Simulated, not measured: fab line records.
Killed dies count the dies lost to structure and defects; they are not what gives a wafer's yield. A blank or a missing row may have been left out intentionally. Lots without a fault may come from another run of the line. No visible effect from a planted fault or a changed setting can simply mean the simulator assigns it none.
Matching of chambers + flow n5Finfet + aldMetal-04 running N5_BEOL_M7_ALD_77: 4 sister chambers
The step deposits TaN, target thk 2 nm, pulse time 2 s, purge time 3 s. 4 wafers are shown with their chamber, then 9 later ones without.

== WAFERS WITH THEIR CHAMBER ==
| wafer  | chamber | heaterPowerW (W) |
|--------|---------|------------------|
| L081.1 | 1       | 445              |
| L087.6 | 2       | 370              |
| L090.4 | 3       | 512              |
| L090.5 | 0       | 517              |

== WAFERS WHOSE CHAMBER IS MISSING ==
| wafer  | heaterPowerW (W) |
|--------|------------------|
| L091.1 | 512              |
| L091.3 | 499              |
| L091.4 | 489              |
| L094.1 | 431              |
| L094.2 | 527              |
| L094.6 | 373              |
| L095.1 | 364              |
| L095.4 | 524              |
| L095.6 | 528              |

== THE CHAMBER EACH PASSED THROUGH ==
| wafer  | from the rows above          | in truth |
|--------|------------------------------|----------|
| L091.1 | can't be placed: 3 or 0      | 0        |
| L091.3 | can't be placed: 3 or 0      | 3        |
| L091.4 | can't be placed: 3 or 0 or 1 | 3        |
| L094.1 | 1                            | 1        |
| L094.2 | can't be placed: 0 or 3      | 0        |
| L094.6 | 2                            | 2        |
| L095.1 | 2                            | 2        |
| L095.4 | can't be placed: 0 or 3      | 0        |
| L095.6 | can't be placed: 0 or 3      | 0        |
Placed correctly: 3 of 9. From these rows, 6 cannot be placed; in 6 the true chamber is one of the candidates. Number placed wrongly: 0.
How it was worked out, from the rows above alone: a wafer's distance from a chamber is the root of the sum, over the readings, of the square of ((its reading less the chamber's mean) divided by the reading's scatter). If the next closest chamber is less than 2 further off than the closest, the wafer can't be placed; otherwise it belongs to the closest. The mean given for a chamber averages the wafers shown for that chamber. The scatter: root of mean squared gap, hidden wafer to nearest shown wafer, with one shown wafer a chamber.
